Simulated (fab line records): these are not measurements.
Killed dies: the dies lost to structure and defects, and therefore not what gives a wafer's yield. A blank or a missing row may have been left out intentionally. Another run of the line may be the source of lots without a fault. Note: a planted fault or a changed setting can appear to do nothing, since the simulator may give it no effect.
A lot that was struck, set against a sound lot    flow nand_harc    33 steps out of a route of 1302
Sound: the wafers L662.2, L662.3, L662.5. Struck: wafers L651.1, L651.4, L651.6. The cause is named last.
Each step with rows lists, per side, the tool, then ch with its chambers, then its first start. Under that, the readings that differ: sound wafers    struck wafers    difference of the means    sigmas: that difference in standard deviations of wafers without a fault.
alike: a reading whose means differ by less than 2 such deviations, as well as words and numbers matching on both sides. not compared: withheld readings; readings where some wafer has no value; bounds like >300 that might hide an equal value; numbers whose values overlap and for which the record gives no deviation.
The two part at a step that has a row with sigmas, a row that says differs or no value, or rows on one side only. Numbers that have no deviation but don't overlap get no sigmas and don't part them. A reading missing from all wafers of one side parts the sides only when that side holds two or more wafers.

first, 9 steps without rows for these wafers: NHARC_A_CHANNEL_HOLE_D2_DEP_00 (deposits aC, target thk 3100 nm); NHARC_A_CHANNEL_HOLE_D2_DEP_01 (deposits SiON, target thk 140 nm); NHARC_A_CHANNEL_HOLE_D2_DEHYDRATE_02 (time 120 s); NHARC_A_CHANNEL_HOLE_D2_HMDS_03 (time 30 s); NHARC_A_CHANNEL_HOLE_D2_COAT_36 (time 75 s); NHARC_A_CHANNEL_HOLE_D2_COAT_37 (time 65 s); NHARC_A_CHANNEL_HOLE_D2_COAT_04 (resist thk 90 nm); NHARC_A_CHANNEL_HOLE_D2_SOFTBAKE_05 (time 55 s); NHARC_A_CHANNEL_HOLE_D2_EBR_06.
NHARC_A_CHANNEL_HOLE_D2_EXPOSE_07: exposes mask HOLE D2, target cd 100 nm.
  sound on arfi_scanner-02 ch 0, day 22 09:13; struck on arfi_scanner-03 ch 0, day 17 10:22
reading               sound              struck             difference  sigmas
exposure_dose_mJ_cm2  59.60 59.54 59.53  64.23 64.25 64.23  +4.68       +78
  alike: mask
then, 2 steps without rows for these wafers: NHARC_A_CHANNEL_HOLE_D2_PEB_08 (peb time 65 s); NHARC_A_CHANNEL_HOLE_D2_DEVELOP_09 (develop time 35 s).
NHARC_A_CHANNEL_HOLE_D2_CD_MEAS_10 targets a cd of 100 nm.
  sound on cd_sem-02 ch 0, day 22 09:21; struck on cd_sem-01 ch 0, day 17 10:30
reading     sound             struck             difference  sigmas
cd_nm (nm)  100.6 99.7 100.2  104.6 104.8 104.1  +4.3        +6
NHARC_A_CHANNEL_HOLE_D2_DESCUM_15: chemistry O2, time 3 s.
  sound on rie_diel-04 ch 2,3, day 22 09:32; struck on rie_diel-08 ch 0,3, day 17 10:41
reading                             sound            struck             difference  sigmas
model.A_CHANNEL_HOLE_D2.cd_nm (nm)  99.77 99.82 100  104.1 105.4 104.4  +4.8        
  alike: chamber_pressure_mTorr, drypump_motor_current_A, oes_product_au, rf_vpp_V, showerhead_plenum_p_Torr, throttle_valve_pct
  not compared: rf_hours_counter_h
then, 16 steps without rows for these wafers: NHARC_A_CHANNEL_HOLE_D2_ETCH_38 (etches the open film in CF4, target depth 39 nm, time 65 s); NHARC_A_CHANNEL_HOLE_D2_ETCH_39 (etches the open film in N2/H2, target depth 260 nm, time 325 s); NHARC_A_CHANNEL_HOLE_D2_ETCH_34 (etches the open film in CF4/CHF3, target depth 154 nm, time 77 s); NHARC_A_CHANNEL_HOLE_D2_ETCH_16 (etches the open film in O2/COS, target depth 3100 nm, time 806 s); NHARC_A_CHANNEL_HOLE_D2_ETCH_19 (etches the open film in C4F8/O2/Ar, time 34.5 s); NHARC_A_CHANNEL_HOLE_D2_ETCH_20 (etches the open film in C4F8/O2/Ar, time 361.9 s, target depth 1600 nm); NHARC_A_CHANNEL_HOLE_D2_ETCH_21 (etches the open film in C4F8/O2/Ar, time 514.3 s, target depth 1600 nm); NHARC_A_CHANNEL_HOLE_D2_ETCH_22 (etches the open film in C4F8/O2/Ar, time 666.7 s, target depth 1600 nm); NHARC_A_CHANNEL_HOLE_D2_ETCH_23 (etches the open film in C4F8/O2/Ar, time 819 s, target depth 1600 nm); NHARC_A_CHANNEL_HOLE_D2_ETCH_24 (etches the open film in C4F8/O2/Ar, time 906.2 s, target depth 1500 nm); NHARC_A_CHANNEL_HOLE_D2_ETCH_25 (etches the open film in C4F8/O2/Ar, time 1040.2 s, target depth 1500 nm); NHARC_A_CHANNEL_HOLE_D2_ETCH_26 (etches the open film in C4F8/O2/Ar, time 224.1 s, target depth 300 nm); NHARC_A_CHANNEL_HOLE_D2_ETCH_27 (etches the open film in C4F8/O2/Ar, time 90 s, target depth 400 nm); NHARC_A_CHANNEL_HOLE_D2_STRIP_41 (strips in N2/H2); NHARC_A_CHANNEL_HOLE_D2_STRIP_42 (strips in CF4/CHF3); NHARC_A_CHANNEL_HOLE_D2_STRIP_43 (strips in O2/COS).
NHARC_A_CHANNEL_HOLE_D2_ETCH_44: etches the open film in CF4/O2, target depth 140 nm, overetch 14 nm, time 77 s.
  sound on rie_diel-08 ch 1,2,3, day 22 15:29; struck on rie_diel-04 ch 0,1,2, day 17 18:42
reading                             sound              struck             difference  sigmas
model.A_CHANNEL_HOLE_D2.cd_nm (nm)  90.53 90.66 91.12  92.65 95.31 92.84  +2.83       
  alike: chamber_pressure_mTorr, drypump_motor_current_A, oes_product_au, rf_vpp_V, showerhead_plenum_p_Torr, throttle_valve_pct
  not compared: rf_hours_counter_h
then, 1 step without rows for these wafers: NHARC_A_CHANNEL_HOLE_D2_STRIP_28 (strips in O2).
-- record jumps: 11 days between struck wafers' starts before vs after; left off in module A_CHANNEL_HOLE_D2, resumes in module END, first step shown is number 1302 of the route --
NHARC_END_SORT_01:
  here the record holds rows for the struck wafers (prober-01 ch 0, day 28 21:32) but none for the sound ones

WHERE THEY PART
At NHARC_A_CHANNEL_HOLE_D2_EXPOSE_07 first; at NHARC_END_SORT_01 last (within this record only).

WHY: what had been put in by the simulator
Process parameter drift: arfi_scanner-03, from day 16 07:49 on, at NHARC_A_CHANNEL_HOLE_D2_EXPOSE_07. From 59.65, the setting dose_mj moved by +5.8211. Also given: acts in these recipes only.
